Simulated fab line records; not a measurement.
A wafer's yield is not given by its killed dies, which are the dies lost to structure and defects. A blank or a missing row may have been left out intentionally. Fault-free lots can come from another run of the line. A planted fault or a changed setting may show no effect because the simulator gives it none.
The tool behind it: which one?    flow nand-harc    Sampling: 14 lots, 42 wafers, 5 of 1302 route steps

## WHAT EACH GAUGE READ, for each wafer
NHARC_A_ONON_D1_THK_MEAS_21: measures by ellipsometry.
lot   measured      on             thk-nm (nm)
L216  day 8 09:05   film-metro-01  1000 1001 1001
L215  day 8 09:03   film-metro-02  1008 1009 1009
L217  day 9 00:32   film-metro-02  1008 1005 1008
L225  day 12 11:27  film-metro-02  968 969 969
L226  day 12 18:48  film-metro-01  990 989 991
L227  day 13 03:01  film-metro-01  955 956 955
L228  day 13 18:32  film-metro-01  997 994 996
L230  day 14 04:16  film-metro-01  994 997 994
L231  day 14 21:12  film-metro-01  1006 1004 1004
L234  day 16 06:26  film-metro-02  996 996 1000
L236  day 16 18:41  film-metro-01  997 995 995
L235  day 16 18:41  film-metro-01  1006 1008 1007
L237  day 17 14:16  film-metro-01  996 994 994
L238  day 17 14:16  film-metro-02  993 995 995

NHARC_A_ONON_D1_THK_MEAS_30: measures by ellipsometry.
lot   measured      on             thk-nm (nm)
L216  day 8 10:47   film-metro-01  1003 1002 1001
L215  day 8 10:46   film-metro-02  978 976 978
L217  day 9 02:14   film-metro-01  988 987 988
L225  day 12 13:08  film-metro-02  1004 1004 1002
L226  day 12 20:29  film-metro-02  1012 1012 1014
L227  day 13 04:44  film-metro-02  999 1000 1001
L228  day 13 20:14  film-metro-01  1000 1000 1000
L230  day 14 05:59  film-metro-02  987 987 986
L231  day 14 22:54  film-metro-02  995 996 996
L234  day 16 08:07  film-metro-01  996 996 997
L236  day 16 20:23  film-metro-01  1000 999 1000
L235  day 16 20:22  film-metro-01  1005 1005 1005
L237  day 17 15:58  film-metro-02  1009 1010 1008
L238  day 17 15:58  film-metro-01  976 975 975

NHARC_A_ONON_D1_THK_MEAS_34: measures by ellipsometry.
lot   measured      on             thk-nm (nm)
L216  day 8 11:15   film-metro-02  200 201 199
L215  day 8 11:14   film-metro-01  201 198 205
L217  day 9 02:42   film-metro-02  199 206 202
L225  day 12 13:37  film-metro-02  202 204 203
L226  day 12 20:58  film-metro-02  202 203 205
L227  day 13 05:12  film-metro-02  199 192 200
L228  day 13 20:43  film-metro-02  195 203 208
L230  day 14 06:28  film-metro-02  197 204 201
L231  day 14 23:23  film-metro-02  197 201 203
L234  day 16 08:35  film-metro-02  200 204 200
L236  day 16 20:53  film-metro-01  197 193 196
L235  day 16 20:51  film-metro-01  198 201 199
L237  day 17 16:26  film-metro-02  194 198 200
L238  day 17 16:26  film-metro-01  199 206 202

## WHICH TOOL RAN EACH LOT (tool, then ch and the chambers of the sampled wafers, then the start)
lot   NHARC_A_ZERO_WELL_ETCH_19           NHARC_A_ONON_D1_DEP_19
L216  rie-diel-08 ch 0,1,2, day 7 00:11   pecvd-onon-02 ch 0, day 8 08:32
L215  rie-diel-06 ch 1,2,3, day 7 01:22   pecvd-onon-01 ch 0, day 8 08:33
L217  rie-diel-08 ch 0,1,2, day 7 12:22   pecvd-onon-04 ch 0, day 9 00:05
L225  rie-diel-08 ch 0,1,3, day 11 02:59  pecvd-onon-02 ch 0, day 12 11:06
L226  rie-diel-06 ch 0,1,3, day 11 09:42  pecvd-onon-04 ch 0, day 12 18:17
L227  rie-diel-08 ch 0,3, day 11 17:30    pecvd-onon-02 ch 0, day 13 02:30
L228  rie-diel-07 ch 0,3, day 12 06:26    pecvd-onon-04 ch 0, day 13 18:05
L230  rie-diel-08 ch 0,2,3, day 12 22:11  pecvd-onon-01 ch 0, day 14 03:44
L231  rie-diel-08 ch 1,2,3, day 13 07:04  pecvd-onon-01 ch 0, day 14 20:41
L234  rie-diel-08 ch 0,1,3, day 14 19:36  pecvd-onon-04 ch 0, day 16 05:55
L236  rie-diel-06 ch 0,2, day 15 11:03    pecvd-onon-01 ch 0, day 16 18:14
L235  rie-diel-08 ch 0,2, day 15 12:25    pecvd-onon-04 ch 0, day 16 18:10
L237  rie-diel-08 ch 1,2, day 16 05:58    pecvd-onon-01 ch 0, day 17 13:46
L238  rie-diel-07 ch 1,2,3, day 16 08:46  pecvd-onon-02 ch 0, day 17 13:53
- NHARC_A_ZERO_WELL_ETCH_19: etches the open film in N2/H2, target depth 80 nm, overetch 24 nm, time 87.88 s.
- NHARC_A_ONON_D1_DEP_19: target thk 1000 nm.

## AS READ BY THE TOOLS THEMSELVES (means over the sampled wafers that have a number; for cases with no such wafer, the mark the record gives instead)
NHARC_A_ZERO_WELL_ETCH_19.
lot   tool         drypump-motor-current-A (A)  oes-product-au (a.u.)  rf-vpp-V (V)  showerhead-plenum-p-Torr (Torr)  throttle-valve-pct (%)
L216  rie-diel-08  5.7                          0.998                  430           2.04                             14.172
L215  rie-diel-06  5.6                          1.007                  431           2.07                             14.162
L217  rie-diel-08  5.6                          1.004                  431           2.04                             14.173
L225  rie-diel-08  5.6                          0.995                  430           2.03                             14.168
L226  rie-diel-06  5.6                          0.997                  431           2.07                             14.170
L227  rie-diel-08  5.7                          0.996                  433           2.12                             14.157
L228  rie-diel-07  6.0                          0.999                  434           2.13                             14.168
L230  rie-diel-08  5.8                          0.990                  433           2.13                             14.168
L231  rie-diel-08  5.9                          0.994                  433           2.10                             14.166
L234  rie-diel-08  5.6                          0.999                  430           2.03                             14.168
L236  rie-diel-06  6.4                          1.005                  432           2.14                             14.173
L235  rie-diel-08  5.6                          0.989                  432           2.07                             14.159
L237  rie-diel-08  5.7                          1.007                  430           2.02                             14.181
L238  rie-diel-07  5.8                          0.994                  432           2.07                             14.166

## THE ANSWER, worked out from the rows above alone
Rule: the lots themselves supply what counts as usual. Put in order of their means at a reading, lots are off if they are a third of the lots or fewer, leave a main group of 4 or more, and stand apart from it by a gap of 3 or more times the standard deviation of the main group's means; of several such gaps the widest counts. Not used: any main group whose means are identical at the precision the tables above print for the reading. A lot without any number at a reading at which 4 lots or more have one is off too. Any other lot the step has rows for is counted as sound. First the gauges in route order, then the tools' own readings, where a lot's mean is used as printed above. At the first step where some lot is off, the reading lying furthest off is the one used; lots without a number count as furthest.
Off at NHARC_A_ONON_D1_THK_MEAS_21 (thk-nm): L225, L227. The main group has a mean of 999 nm with a standard deviation of 5.9.
If a tool, at a process step before that reading, ran all the lots that are off and no sound lot after the first of them, it fits. Those tools and the gauges at NHARC_A_ONON_D1_THK_MEAS_21 are tried in the same way. None of those tried fits.

## WHAT THE SIMULATOR PUT IN
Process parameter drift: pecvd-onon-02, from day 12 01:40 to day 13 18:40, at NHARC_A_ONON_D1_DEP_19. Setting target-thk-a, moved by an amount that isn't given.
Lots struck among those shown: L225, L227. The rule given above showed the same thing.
